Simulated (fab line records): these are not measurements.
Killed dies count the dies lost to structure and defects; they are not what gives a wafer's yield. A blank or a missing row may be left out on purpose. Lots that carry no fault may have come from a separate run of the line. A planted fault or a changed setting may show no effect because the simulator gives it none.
Which tool is to blame? | flow n5-finfet | 12 lots, 36 wafers sampled, at 3 steps of a route of 1938

## WHAT THE GAUGES READ, wafer by wafer
N5_STI_FIN_REVEAL_FIN_H_MEAS_10.
lot  | measured    | on     | trench-depth-nm (nm)
L075 | day 2 19:55 | ocd-01 | 51.6 51.3 51.3
L077 | day 3 08:49 | ocd-02 | 50.8 51.8 52.9
L079 | day 3 20:45 | ocd-01 | 51.8 50.2 50.5
L081 | day 4 08:06 | ocd-02 | 52.6 51.4 51.9
L083 | day 4 21:37 | ocd-02 | 51.9 51.8 51.5
L085 | day 5 13:30 | ocd-01 | 52.2 53.0 51.9
L087 | day 6 00:51 | ocd-01 | 52.1 51.9 52.6
L089 | day 6 09:23 | ocd-02 | 51.6 51.7 52.1
L091 | day 6 20:08 | ocd-02 | 51.9 53.0 52.6
L093 | day 7 10:16 | ocd-02 | 51.6 51.3 51.6
L095 | day 7 21:42 | ocd-01 | 52.1 52.0 51.6
L097 | day 8 11:16 | ocd-01 | 52.7 50.6 52.5

## TOOL THAT RAN EACH LOT (tool first, then ch and the chambers of the sampled wafers, then the start)
lot  | N5_STI_FIN_REVEAL_RECESS_09       | N5_STI_FIN_REVEAL_OXIDATION_33
L075 | vapor-etch-01 ch 0,1, day 2 17:11 | plasma-asher-02 ch 1, day 2 19:44
L077 | vapor-etch-02 ch 0,1, day 3 06:07 | plasma-asher-01 ch 0,1, day 3 08:37
L079 | vapor-etch-02 ch 0,1, day 3 17:35 | plasma-asher-02 ch 0,1, day 3 20:31
L081 | vapor-etch-01 ch 0, day 4 04:52   | plasma-asher-02 ch 0, day 4 07:55
L083 | vapor-etch-01 ch 0,1, day 4 18:52 | plasma-asher-02 ch 0,1, day 4 21:25
L085 | vapor-etch-02 ch 0,1, day 5 10:31 | plasma-asher-01 ch 0,1, day 5 13:18
L087 | vapor-etch-01 ch 1, day 5 21:51   | plasma-asher-01 ch 0, day 6 00:37
L089 | vapor-etch-01 ch 0,1, day 6 06:41 | plasma-asher-02 ch 0,1, day 6 09:11
L091 | vapor-etch-02 ch 0,1, day 6 17:43 | plasma-asher-02 ch 0,1, day 6 19:58
L093 | vapor-etch-02 ch 0,1, day 7 07:33 | plasma-asher-02 ch 0,1, day 7 10:04
L095 | vapor-etch-01 ch 0,1, day 7 19:00 | plasma-asher-02 ch 0,1, day 7 21:31
L097 | vapor-etch-02 ch 1, day 8 08:32   | plasma-asher-02 ch 0,1, day 8 11:04
- N5_STI_FIN_REVEAL_RECESS_09: chemistry HF/NH3, target SiO2, afs cycles 11, target depth 42.5 nm, sublimation time 60 s.
- N5_STI_FIN_REVEAL_OXIDATION_33: chemistry O2 PLASMA REMOTE, time 20 s.

## THE ANSWER, worked out from the rows above alone
Rule: the usual values come from the lots themselves. Put in order of their means at a reading, lots are off if they are a third of the lots or fewer, leave a main group of 4 or more, and stand apart from it by a gap of 3 or more times the standard deviation of the main group's means; of several such gaps the widest counts. Not used: any main group whose means are identical at the precision the tables above print for the reading. Also off: a lot with no number at a reading for which 4 or more lots have one. All remaining lots with rows at the step are treated as sound.
None of the lots is off at any reading shown; this tells nothing.

## WHAT THE SIMULATOR HAD INSERTED
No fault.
